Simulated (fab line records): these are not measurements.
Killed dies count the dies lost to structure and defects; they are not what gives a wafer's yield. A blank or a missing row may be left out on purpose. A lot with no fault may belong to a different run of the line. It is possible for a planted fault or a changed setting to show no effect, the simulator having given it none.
Which of the tools did it? -- flow n5_finfet -- 10 lots, 30 wafers sampled, at 5 steps of a route of 1938

## WHAT THE GAUGES READ, wafer by wafer
N5_BEOL_M4_RC_MEAS_101.
lot,measured,on,DIBL_N (mV/V)
L533,day 9 10:38,prober-02,37.8 42.0 34.8
L536,day 9 15:41,prober-02,36.5 34.4 33.4
L540,day 10 22:46,prober-01,36.2 36.9 35.3
L541,day 11 09:17,prober-02,36.3 37.3 36.5
L544,day 11 17:41,prober-01,39.4 37.4 37.5
L545,day 12 08:23,prober-01,35.5 33.3 35.3
L547,day 12 19:28,prober-01,36.6 37.8 41.0
L548,day 13 03:19,prober-01,38.8 35.6 38.5
L554,day 14 07:49,prober-02,38.0 39.0 37.8
L555,day 14 16:10,prober-01,37.0 36.8 38.7

## WHAT TOOL EACH LOT RAN ON (gives the tool, then ch and the chambers of the sampled wafers, and finally the start)
lot,N5_HKMG_FIN_ETCH_86,N5_HKMG_FIN_ALD_71,N5_HKMG_FIN_STRIP_69,N5_HKMG_FIN_W_FILL_22
L533,"rie_diel-04 ch 1,2, day 4 11:59","ald_metal-02 ch 0,3, day 4 12:43","plasma_asher-01 ch 0, day 4 13:25","cvd_w-01 ch 0, day 4 14:14"
L536,"rie_diel-02 ch 1,2,3, day 5 07:08","ald_metal-03 ch 1,2,3, day 5 07:53","plasma_asher-02 ch 0,1, day 5 08:37","cvd_w-02 ch 0,1, day 5 09:25"
L540,"rie_diel-04 ch 0,2,3, day 6 07:11","ald_metal-04 ch 2,3, day 6 07:55","plasma_asher-02 ch 0,1, day 6 08:49","cvd_w-01 ch 0,1, day 6 09:30"
L541,"rie_diel-04 ch 1,2,3, day 6 10:23","ald_metal-03 ch 0,1,3, day 6 11:07","plasma_asher-02 ch 0,1, day 6 11:49","cvd_w-02 ch 0,1, day 6 12:37"
L544,"rie_diel-05 ch 0,3, day 7 11:53","ald_metal-04 ch 1,2,3, day 7 12:38","plasma_asher-01 ch 0,1, day 7 13:20","cvd_w-01 ch 0,1, day 7 14:09"
L545,"rie_diel-02 ch 0,1,3, day 7 13:13","ald_metal-03 ch 1,2,3, day 7 13:58","plasma_asher-02 ch 0,1, day 7 14:47","cvd_w-02 ch 0,1, day 7 15:29"
L547,"rie_diel-04 ch 2,3, day 7 22:27","ald_metal-03 ch 0,2,3, day 7 23:14","plasma_asher-02 ch 0,1, day 7 23:56","cvd_w-01 ch 0,1, day 8 00:45"
L548,"rie_diel-05 ch 0,1, day 8 03:26","ald_metal-03 ch 1,3, day 8 04:10","plasma_asher-02 ch 0,1, day 8 05:05","cvd_w-01 ch 0,1, day 8 05:47"
L554,"rie_diel-05 ch 1,2,3, day 9 17:29","ald_metal-04 ch 0,3, day 9 18:13","plasma_asher-02 ch 1, day 9 18:55","cvd_w-01 ch 0,1, day 9 19:43"
L555,"rie_diel-02 ch 2,3, day 9 21:45","ald_metal-02 ch 0,2,3, day 9 22:29","plasma_asher-01 ch 0,1, day 9 23:19","cvd_w-01 ch 0,1, day 10 00:01"
- N5_HKMG_FIN_ETCH_86: etches SOC in N2/H2, stops on TiN, target depth 393.2 nm.
- N5_HKMG_FIN_ALD_71: deposits TiN, target thk 1 nm, pulse time 1 s, purge time 3 s.
- N5_HKMG_FIN_STRIP_69: strips in N2/H2, time 360 s.
- N5_HKMG_FIN_W_FILL_22: material W, target thk 60 nm, time 18.2 s.

## THE ANSWER, worked out from the rows above alone
Rule: the lots themselves supply what counts as usual. Put in order of their means at a reading, lots are off if they are a third of the lots or fewer, leave a main group of 4 or more, and stand apart from it by a gap of 3 or more times the standard deviation of the main group's means; of several such gaps the widest counts. A main group is skipped when, at the precision printed for the reading in the tables above, its means are all equal. Also off: a lot with no number at a reading for which 4 or more lots have one. All remaining lots with rows at the step are treated as sound.
Nothing can be told from this: no lot is off at any reading shown.

## WHAT THE SIMULATOR HAD PUT IN
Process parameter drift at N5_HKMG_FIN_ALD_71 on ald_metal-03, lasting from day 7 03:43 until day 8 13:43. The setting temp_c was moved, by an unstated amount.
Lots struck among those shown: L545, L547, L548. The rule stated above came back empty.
